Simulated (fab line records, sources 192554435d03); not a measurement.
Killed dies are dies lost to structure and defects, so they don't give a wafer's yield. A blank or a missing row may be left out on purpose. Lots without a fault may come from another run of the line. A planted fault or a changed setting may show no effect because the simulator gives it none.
Which tool did it? | flow n5_finfet | 14 lots, 42 wafers sampled, at 4 steps of a route of 1938

WHAT THE GAUGES READ, wafer by wafer
N5_BEOL_M13_THK_MEAS_01.
lot  | measured     | on            | M13_ILD_THK (nm)
L541 | day 11 04:52 | film_metro-01 | 819 839 836
L542 | day 11 05:29 | film_metro-02 | 840 839 845
L543 | day 11 09:04 | film_metro-01 | 829 838 838
L544 | day 11 21:05 | film_metro-02 | 825 825 838
L548 | day 12 13:55 | film_metro-02 | 842 848 842
L549 | day 12 18:24 | film_metro-02 | 828 839 835
L550 | day 12 22:57 | film_metro-01 | 837 823 840
L553 | day 13 20:53 | film_metro-01 | 842 847 857
L554 | day 14 12:05 | film_metro-02 | 838 852 855
L558 | day 15 21:03 | film_metro-01 | 832 824 838
L557 | day 15 21:46 | film_metro-01 | 850 838 859
L559 | day 16 00:04 | film_metro-01 | 843 842 856
L561 | day 16 12:41 | film_metro-01 | 846 854 847
L562 | day 16 15:47 | film_metro-02 | 844 843 834

N5_BEOL_M13_OVL_MEAS_11.
lot  | measured     | on         | V12_OVL (nm)
L541 | day 11 05:12 | overlay-02 | -5 -7 -7
L542 | day 11 05:56 | overlay-02 | -10 -6 -9
L543 | day 11 09:32 | overlay-02 | -2 6 0
L544 | day 11 21:32 | overlay-02 | -6 -5 -6
L548 | day 12 14:23 | overlay-02 | -1 6 7
L549 | day 12 18:53 | overlay-01 | -4 0 -3
L550 | day 12 23:25 | overlay-02 | 0 2 -1
L553 | day 13 21:13 | overlay-02 | -15 -11 -13
L554 | day 14 12:32 | overlay-02 | -4 -1 -1
L558 | day 15 21:23 | overlay-01 | -8 -2 3
L557 | day 15 22:14 | overlay-01 | -4 -2 -13
L559 | day 16 00:31 | overlay-01 | -6 -5 3
L561 | day 16 13:09 | overlay-01 | 0 3 3
L562 | day 16 16:07 | overlay-01 | 4 -6 0

N5_BEOL_M13_CD_MEAS_28: target cd 209.5 nm.
lot  | measured     | on        | cd_nm (nm)
L541 | day 11 06:15 | cd_sem-01 | 211.2 209.8 210.3
L542 | day 11 07:20 | cd_sem-01 | 210.0 208.3 210.0
L543 | day 11 10:34 | cd_sem-02 | 209.7 209.8 210.0
L544 | day 11 23:29 | cd_sem-03 | 209.3 210.3 209.7
L548 | day 12 15:20 | cd_sem-01 | - - -
L549 | day 12 19:56 | cd_sem-03 | - - -
L550 | day 13 00:41 | cd_sem-02 | 209.5 209.5 209.4
L553 | day 13 22:08 | cd_sem-02 | 209.3 209.8 210.3
L554 | day 14 13:37 | cd_sem-01 | 210.8 211.0 211.4
L558 | day 15 22:18 | cd_sem-01 | 210.0 211.4 211.4
L557 | day 15 23:09 | cd_sem-02 | 210.1 210.2 210.7
L559 | day 16 01:43 | cd_sem-03 | 211.4 211.5 210.0
L561 | day 16 14:12 | cd_sem-01 | 211.2 212.3 211.4
L562 | day 16 17:14 | cd_sem-02 | 209.3 210.2 209.7

WHICH TOOL RAN EACH LOT (tool, then ch and the chambers of the sampled wafers, then the start)
lot  | N5_BEOL_M13_PEB_26
L541 | litho_track-04 ch 0, day 11 06:08
L542 | litho_track-02 ch 0, day 11 07:13
L543 | litho_track-02 ch 0, day 11 10:27
L544 | litho_track-04 ch 0, day 11 23:22
L548 | litho_track-03, day 12 15:13
L549 | litho_track-03, day 12 19:49
L550 | litho_track-03 ch 0, day 13 00:35
L553 | litho_track-03 ch 0, day 13 22:01
L554 | litho_track-03 ch 0, day 14 13:31
L558 | litho_track-02 ch 0, day 15 22:11
L557 | litho_track-02 ch 0, day 15 23:02
L559 | litho_track-03 ch 0, day 16 01:35
L561 | litho_track-03 ch 0, day 16 14:05
L562 | litho_track-03 ch 0, day 16 17:07
- N5_BEOL_M13_PEB_26: peb time 90 s.

WHAT THE TOOLS THEMSELVES READ (means of the sampled wafers that have a number; where no wafer has one, the mark that the record gives instead)
N5_BEOL_M13_PEB_26.
lot  | tool           | chill_plate_temp_C (C) | exhaust_pa (Pa)
L541 | litho_track-04 | 22.96                  | 44.6
L542 | litho_track-02 | 22.98                  | 44.6
L543 | litho_track-02 | 22.99                  | 44.3
L544 | litho_track-04 | 22.86                  | 45.5
L548 | litho_track-03 | -                      | -
L549 | litho_track-03 | -                      | -
L550 | litho_track-03 | 23.01                  | 45.3
L553 | litho_track-03 | 22.84                  | 46.0
L554 | litho_track-03 | 23.12                  | 44.8
L558 | litho_track-02 | 22.99                  | 44.8
L557 | litho_track-02 | 23.02                  | 44.6
L559 | litho_track-03 | 22.88                  | 43.4
L561 | litho_track-03 | 23.14                  | 45.3
L562 | litho_track-03 | 22.96                  | 44.7

THE ANSWER, worked out from the rows above alone
Rule: what is usual is taken from the lots themselves. Put in order of their means at a reading, lots are off if they are a third of the lots or fewer, leave a main group of 4 or more, and stand apart from it by a gap of 3 or more times the standard deviation of the main group's means; of several such gaps the widest counts. A main group whose means are all the same, to the digits that the tables above print for the reading, isn't used. A lot without any number at a reading at which 4 lots or more have one is off too. The other lots that the step has rows for count as sound. The gauges are gone through in route order, then the tools' own readings, and for those a lot's mean is taken as printed above. The first step at which some lot is off is used, and at that step the reading that is off furthest; a lot without a number counts as furthest.
Off: L548, L549, at N5_BEOL_M13_CD_MEAS_28 (cd_nm). Without a number there: L548, L549. The main group: mean 210.3 nm, standard deviation 0.69.
A tool fits if, at a process step before that reading, it ran every lot that is off, and no sound lot after the first of them. The gauges at N5_BEOL_M13_CD_MEAS_28 aren't tried: what is off there is off at N5_BEOL_M13_PEB_26 too, on other tools, and a gauge's error can't cause that. None of those tried fits.

WHAT THE SIMULATOR HAD PUT IN
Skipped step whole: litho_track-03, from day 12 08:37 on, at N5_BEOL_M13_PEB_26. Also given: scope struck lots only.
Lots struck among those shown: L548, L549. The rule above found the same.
